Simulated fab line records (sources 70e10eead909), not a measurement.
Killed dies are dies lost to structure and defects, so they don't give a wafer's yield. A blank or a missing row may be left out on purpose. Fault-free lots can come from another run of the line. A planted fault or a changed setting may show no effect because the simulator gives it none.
Chamber matching | flow nand-harc | NHARC_THIN_TSV_ETCHBACK_48 on rie-diel-04: 4 sister chambers
The step etches the open film in C4F8/Ar, target depth 1028.5 nm, time 405.17 s. 18 wafers are shown with their chamber, then 9 later ones without.

## EACH WAFER AND ITS CHAMBER
wafer  | chamber | rf-vpp-V (V) | oes-product-au (a.u.) | bias-w (W)
L974.3 | 0       | 547          | 0.91                  | 299.1
L974.5 | 3       | 543          | 0.93                  | 300.4
L974.6 | 2       | 552          | 0.91                  | 300.5
L978.1 | 3       | 541          | 0.94                  | 301.2
L978.5 | 1       | 541          | 0.94                  | 298.8
L978.6 | 0       | 546          | 0.93                  | 299.4
L975.1 | 1       | 543          | 0.95                  | 300.6
L975.2 | 2       | 552          | 0.92                  | 299.8
L975.5 | 2       | 552          | 0.92                  | 298.8
L983.1 | 3       | 541          | 1.00                  | 299.2
L983.4 | 0       | 545          | 0.99                  | 301.9
L983.5 | 3       | 541          | 1.01                  | 299.7
L981.1 | 1       | 543          | 1.00                  | 299.9
L981.3 | 2       | 554          | 0.98                  | 299.4
L981.6 | 2       | 552          | 0.97                  | 300.1
L980.1 | 1       | 543          | 0.98                  | 300.5
L980.3 | 3       | 542          | 0.97                  | 300.4
L980.6 | 2       | 553          | 0.95                  | 299.8

SIGNATURES (means of the wafers above)
reading        | chamber 0 | chamber 1 | chamber 2 | chamber 3 | scatter within a chamber
rf-vpp-V       | 546.00    | 542.50    | 552.50    | 541.60    | 0.914
oes-product-au | 0.9433    | 0.9675    | 0.9417    | 0.9700    | 0.0328
bias-w         | 300.133   | 299.950   | 299.733   | 300.180   | 0.879
Rule: distance of a wafer from a chamber = root of the sum over the readings of ((wafer's reading minus chamber's mean) / reading's scatter) squared. If the next closest chamber is less than 2 further off than the closest, the wafer can't be placed; otherwise it belongs to the closest. The scatter: the root of (the sum of the squares of (reading less its chamber's mean) over the shown wafers, divided by (wafers less chambers)).

## WAFERS WITHOUT THEIR CHAMBER
wafer  | rf-vpp-V (V) | oes-product-au (a.u.) | bias-w (W)
L988.2 | 553          | 0.93                  | 299.0
L988.3 | 543          | 0.95                  | 300.3
L988.6 | 551          | 0.94                  | 298.4
L986.3 | 542          | 0.99                  | 300.0
L986.5 | 546          | 0.98                  | 299.5
L986.6 | 542          | 0.99                  | 300.7
L996.2 | 541          | 0.97                  | 299.1
L996.3 | 544          | 0.95                  | 299.0
L996.6 | 542          | 0.98                  | 300.3

## WHICH CHAMBER EACH WENT THROUGH
wafer  | from the rows above          | in truth
L988.2 | 2                            | 2
L988.3 | can't be placed: 1 or 3      | 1
L988.6 | 2                            | 2
L986.3 | can't be placed: 3 or 1      | 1
L986.5 | 0                            | 0
L986.6 | can't be placed: 3 or 1      | 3
L996.2 | can't be placed: 3 or 1      | 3
L996.3 | can't be placed: 1 or 0 or 3 | 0
L996.6 | can't be placed: 3 or 1      | 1
Correct placement for 3 of the 9. Not placeable from these rows: 6 (in 6, the candidates include the true chamber). Wrongly placed: 0.
